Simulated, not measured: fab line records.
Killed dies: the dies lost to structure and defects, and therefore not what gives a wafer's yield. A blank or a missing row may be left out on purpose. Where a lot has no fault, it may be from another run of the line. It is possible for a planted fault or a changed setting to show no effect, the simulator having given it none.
A lot that was struck, set against a sound lot | flow n5_finfet | 38 out of 1938 route steps
Sound: wafers L347.3, L347.4, L347.6. Struck: wafer L351.1 (left out: L351.3, L351.4 of the same lot, which were not struck); the cause appears at the end.
Order at every step that has rows: each side's tool, ch and its chambers, its first start. Under that, the readings that differ: sound wafers | struck wafers | difference of the means | sigmas: that difference in standard deviations of wafers without a fault.
alike: same words and numbers on both sides, and readings whose means sit less than 2 such deviations apart. not compared: any withheld reading, any reading some wafer has no value for, any bound like >300 that may hide the same value, and any number with overlapping values for which the record gives no deviation.
The two part at a step that has a row with sigmas, a row that says differs or no value, or rows on one side only. When numbers do not overlap yet have no deviation, they are printed without sigmas and do not part them. Lack of a reading on every wafer of one side parts them only where that side has two or more wafers.

first, 11 steps without rows for these wafers: N5_BEOL_M6_CURE_75 (cures SiCOH lowk, time 120 s); N5_BEOL_M6_DEGAS_44 (time 60 s); N5_BEOL_M6_PRE_CLEAN_45 (time 30 s); N5_BEOL_M6_ALD_77 (deposits TaN, target thk 2 nm, pulse time 2 s, purge time 3 s); N5_BEOL_M6_SURFACE_TREAT_79; N5_BEOL_M6_CVD_78 (deposits Co from CCTBA/H2, target thk 2 nm, time 142.3 s); N5_BEOL_M6_SPUTTER_48 (material Cu, target thk 10 nm, time 1.667 s); N5_BEOL_M6_ECD_50 (material Cu, target thk 300 nm); N5_BEOL_M6_ANNEAL_51 (time 90 s); N5_BEOL_M6_CMP_52 (polishes, stops on SiCOH lowk, t overpolish 6.9 s, target thk 80 nm); N5_BEOL_M6_PRE_CLEAN_55 (time 15 s).
N5_BEOL_M6_DEP_56: deposits SiCN from 3MS/NH3, target thk 10 nm, time 17.5 s.
  sound on pecvd-04 ch 1,2, day 9 06:57; struck on pecvd-04 ch 1, day 10 13:01
  alike: rf_fwd_power_W, showerhead_plenum_p_Torr, throttle_valve_pct
  not compared: since_wet_clean_h
N5_BEOL_M6_INSPECT_58: inspects for defects (darkfield).
  sound on defect_inspect-02, day 9 07:03; struck on defect_inspect-02, day 10 13:07
  reading          | sound    | struck | difference | sigmas
  raw_defect_count | 70 80 62 | 457    | +386       | +19
then, 12 steps without rows for these wafers: N5_BEOL_M7_ILD_DEP_00 (deposits SiCOH lowk from DEMS/porogen, target thk 179.75 nm, time 33.4 s); N5_BEOL_M7_CURE_74 (cures SiCOH lowk, time 240 s); N5_BEOL_M7_PECVD_70 (deposits SiO2 from TEOS/O2, target thk 20 nm, time 22.7 s); N5_BEOL_M7_HM_DEP_02 (deposits TiN, target thk 20 nm); N5_BEOL_M7_COAT_59 (time 60 s, resist thk 100 nm); N5_BEOL_M7_COAT_60 (time 60 s, resist thk 35 nm); N5_BEOL_M7_COAT_05 (resist thk 90 nm); N5_BEOL_M7_EBR_07; N5_BEOL_M7_SOFTBAKE_06 (time 60 s); N5_BEOL_M7_EXPOSE_08 (exposes mask M7); N5_BEOL_M7_PEB_09 (peb time 60 s); N5_BEOL_M7_DEVELOP_10 (develop time 30 s).
N5_BEOL_M7_INSPECT_13: inspects for defects (brightfield).
  sound on defect_inspect-02, day 9 09:32; struck on defect_inspect-02, day 10 15:49
  reading          | sound       | struck | difference | sigmas
  raw_defect_count | 379 380 452 | 864    | +460       | +5
then, 10 steps without rows for these wafers: N5_BEOL_M7_DESCUM_16 (chemistry O2, time 7.9 s); N5_BEOL_M7_ETCH_61 (etches SiARC in CF4, target depth 45.5 nm, time 75.8 s); N5_BEOL_M7_ETCH_62 (etches SOC in N2/H2, target depth 110 nm, overetch 22 nm, time 165 s); N5_BEOL_M7_STRIP_68 (strips in N2/H2); N5_BEOL_M7_STRIP_67 (strips in CF4); N5_BEOL_M7_HM_OPEN_17 (chemistry Cl2/BCl3, target TiN, target depth 20 nm, overetch 6 nm); N5_BEOL_M7_STRIP_19 (strips in O2); N5_BEOL_M7_COAT_63 (time 60 s, resist thk 60 nm); N5_BEOL_M7_COAT_64 (time 60 s, resist thk 12 nm); N5_BEOL_M7_COAT_71 (time 60 s, resist thk 5 nm).
N5_BEOL_M7_INSPECT_30: inspects for defects (brightfield).
  sound on defect_inspect-02, day 9 11:46; struck on defect_inspect-01, day 10 18:35
  reading          | sound       | struck | difference | sigmas
  raw_defect_count | 374 388 461 | 830    | +422       | +5
-- record jumps: 3 days separate the struck wafers' starts on either side; left off in module BEOL_M7, taken up again in module PASSIVATION, whose first shown step is the route's number 1936 --
N5_PASSIVATION_PROBE_49:
  only the struck wafers here have rows in the record (prober-02, day 13 14:52); the sound ones have none

== WHERE THEY PART ==
Earliest at N5_BEOL_M6_INSPECT_58; latest, in this record, at N5_PASSIVATION_PROBE_49.

WHY: whatever the simulator had introduced
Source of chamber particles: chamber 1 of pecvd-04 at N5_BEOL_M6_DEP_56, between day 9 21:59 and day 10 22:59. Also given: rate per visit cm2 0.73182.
